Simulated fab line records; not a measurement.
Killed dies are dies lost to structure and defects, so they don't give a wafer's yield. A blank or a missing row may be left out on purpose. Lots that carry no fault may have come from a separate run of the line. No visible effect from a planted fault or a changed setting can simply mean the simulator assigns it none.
Problem report in the 8D (eight disciplines) form, filled by code || flow n5_finfet || the parts of the form that need people (team, actions taken, sign-off) are left out

## 1. WHAT WENT WRONG
At N5_BEOL_M11_ETCH_61, etch_rf_on_time_s averages 49.5 s over 2 wafers from 2 lots, while fault-free wafers read 64.9 s, standard deviation 1.1. Relative to the usual mean, that is a shift of -14 standard deviations.
The step: etches SiARC in CF4, target depth 39 nm, time 65 s.
First seen on wafer L781.2, day 14 10:07, on rie_diel-04. At this step, 29 wafers from 10 lots have a number in the record. By rule, "out" or "out of limits" means more than 4 standard deviations away from the usual mean. The rest of the wafers with a number are treated as sound.

## 2. WHAT IT IS; WHAT IT IS NOT
{"question": "which readings at this step", "is": "etch_rf_on_time_s", "is not": "drypump_motor_current_A, mfc_ar_sccm, throttle_valve_pct"}
{"question": "which lots", "is": "L781, L782", "is not": "L765, L766, L768, L771, L773, L776, L786, L787"}
{"question": "which wafers of those lots", "is": "L781.2, L782.2", "is not": "L781.5, L782.1, L782.4"}
{"question": "read on which tools", "is": "rie_diel-04", "is not": "rie_diel-01, rie_diel-03"}
{"question": "when", "is": "from day 14 10:07", "is not": "up to then (19 sound wafers); but 8 sound wafers of L782, L786, L787 came after"}

## 3. THE SUSPECTS, EACH WITH WHAT RULES IT OUT
Counting: if a tool at a process step up to the reading ran every lot that is out, it stays a suspect. Sound lots after the first of them don't rule it out here, since some wafers of a struck lot are sound.
- rie_diel-04 at N5_BEOL_M11_ETCH_61 (etches SiARC in CF4, target depth 39 nm, time 65 s): kept. It processed each lot that is out (first: L781, day 14 10:07); up to then, its last sound lot is L776 (day 13 10:01). Out on those wafers are its own readings of etch_rf_on_time_s.
After counting, what remains is rie_diel-04 at N5_BEOL_M11_ETCH_61.

## 4. THE CAUSE (what the simulator had put in)
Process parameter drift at N5_BEOL_M11_ETCH_61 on rie_diel-04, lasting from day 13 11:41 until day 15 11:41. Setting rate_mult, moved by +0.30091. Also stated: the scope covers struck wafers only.
Counting left only this tool.

## 5. SEQUENCE OF EFFECTS, ordered by route
Each row: a reading where the mean over the struck wafers with a number is more than 3 standard deviations away from the usual. Only readings for which the record gives a usual standard deviation are gone through. hours: the time from each lot's start at the first step in this table that gives one to its start at this step, as a median over the lots. sigmas: the change in usual standard deviations.
{"hours": 0, "step": "N5_BEOL_M11_ETCH_61", "reading": "etch_rf_on_time_s", "usual": "64.9 s", "on struck wafers": 49.5, "change": -15.4, "sigmas": -14}
Here are the process steps it includes:
- N5_BEOL_M11_ETCH_61: etches SiARC in CF4, target depth 39 nm, time 65 s.

## 6. HOW IT WOULD HAVE BEEN CAUGHT EARLIER
22 hours passed between the start of the fault at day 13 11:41 and the first reading out of limits in this record, taken at day 14 10:07.
